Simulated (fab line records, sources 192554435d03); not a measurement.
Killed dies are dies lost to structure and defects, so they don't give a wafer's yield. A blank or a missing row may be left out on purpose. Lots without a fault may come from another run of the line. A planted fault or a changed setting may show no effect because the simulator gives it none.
Chamber matching | flow n5_finfet | N5_FIN_SAQP_MANDREL_ETCH_58 on rie_si-02: 4 sister chambers
The step etches a-Si in HBr/Cl2, stops on SiNx, target depth 45 nm, bt time 10 s, time 27 s. 4 wafers are shown with their chamber, then 8 later ones without.

WAFERS WITH THEIR CHAMBER
wafer  | chamber | drypump_motor_current_A (A)
L084.4 | 1       | 5.2
L088.6 | 2       | 5.7
L090.6 | 0       | 5.1
L092.1 | 3       | 5.5

WAFERS WITHOUT THEIR CHAMBER
wafer  | drypump_motor_current_A (A)
L092.3 | 5.2
L092.6 | 5.4
L093.2 | 5.2
L093.4 | 5.7
L093.6 | 5.2
L094.1 | 5.1
L094.2 | 5.4
L094.6 | 5.1

WHICH CHAMBER EACH WENT THROUGH
wafer  | from the rows above | in truth
L092.3 | 1                   | 1
L092.6 | 3                   | 3
L093.2 | 1                   | 1
L093.4 | 2                   | 2
L093.6 | 1                   | 1
L094.1 | 0                   | 0
L094.2 | 3                   | 3
L094.6 | 0                   | 0
Placed correctly: 8 of 8. Can't be placed from these rows: 0. Placed wrongly: 0.
How it was worked out, from the rows above alone: a wafer's distance from a chamber is the root of the sum, over the readings, of the square of ((its reading less the chamber's mean) divided by the reading's scatter). The wafer belongs to the nearest chamber; if the next one is less than 2 further off, it can't be placed. A chamber's mean is the mean of its shown wafers. The scatter: with one shown wafer a chamber, the root of the mean of the squares of how far each hidden wafer lies from its nearest shown one.
